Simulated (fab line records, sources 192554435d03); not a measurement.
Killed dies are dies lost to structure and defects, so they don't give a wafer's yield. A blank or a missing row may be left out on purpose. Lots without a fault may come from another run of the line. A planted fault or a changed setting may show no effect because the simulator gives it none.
Chamber matching | flow n5_finfet | N5_BEOL_M7_DEP_56 on pecvd-03: 3 sister chambers
The step deposits SiCN from 3MS/NH3, target thk 10 nm, time 17.5 s. 3 wafers are shown with their chamber, then 11 later ones without.

WAFERS WITH THEIR CHAMBER
wafer  | chamber | throttle_valve_pct (%)
L089.4 | 0       | 9.4
L090.2 | 2       | 8.4
L092.2 | 1       | 8.3

WAFERS WITHOUT THEIR CHAMBER
wafer  | throttle_valve_pct (%)
L092.3 | 8.7
L092.6 | 8.3
L093.1 | 9.6
L093.2 | 8.4
L093.6 | 8.5
L094.1 | 9.5
L094.2 | 8.5
L094.6 | 8.8
L097.4 | 8.5
L097.5 | 8.6
L097.6 | 9.5

WHICH CHAMBER EACH WENT THROUGH
wafer  | from the rows above          | in truth
L092.3 | can't be placed: 2 or 1      | 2
L092.6 | can't be placed: 1 or 2      | 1
L093.1 | 0                            | 0
L093.2 | can't be placed: 2 or 1      | 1
L093.6 | can't be placed: 2 or 1      | 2
L094.1 | 0                            | 0
L094.2 | can't be placed: 2 or 1      | 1
L094.6 | can't be placed: 2 or 1 or 0 | 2
L097.4 | can't be placed: 2 or 1      | 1
L097.5 | can't be placed: 2 or 1      | 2
L097.6 | 0                            | 0
Placed correctly: 3 of 11. Can't be placed from these rows: 8 (the true chamber is among the candidates in 8). Placed wrongly: 0.
How it was worked out, from the rows above alone: a wafer's distance from a chamber is the root of the sum, over the readings, of the square of ((its reading less the chamber's mean) divided by the reading's scatter). The wafer belongs to the nearest chamber; if the next one is less than 2 further off, it can't be placed. A chamber's mean is the mean of its shown wafers. The scatter: with one shown wafer a chamber, the root of the mean of the squares of how far each hidden wafer lies from its nearest shown one.
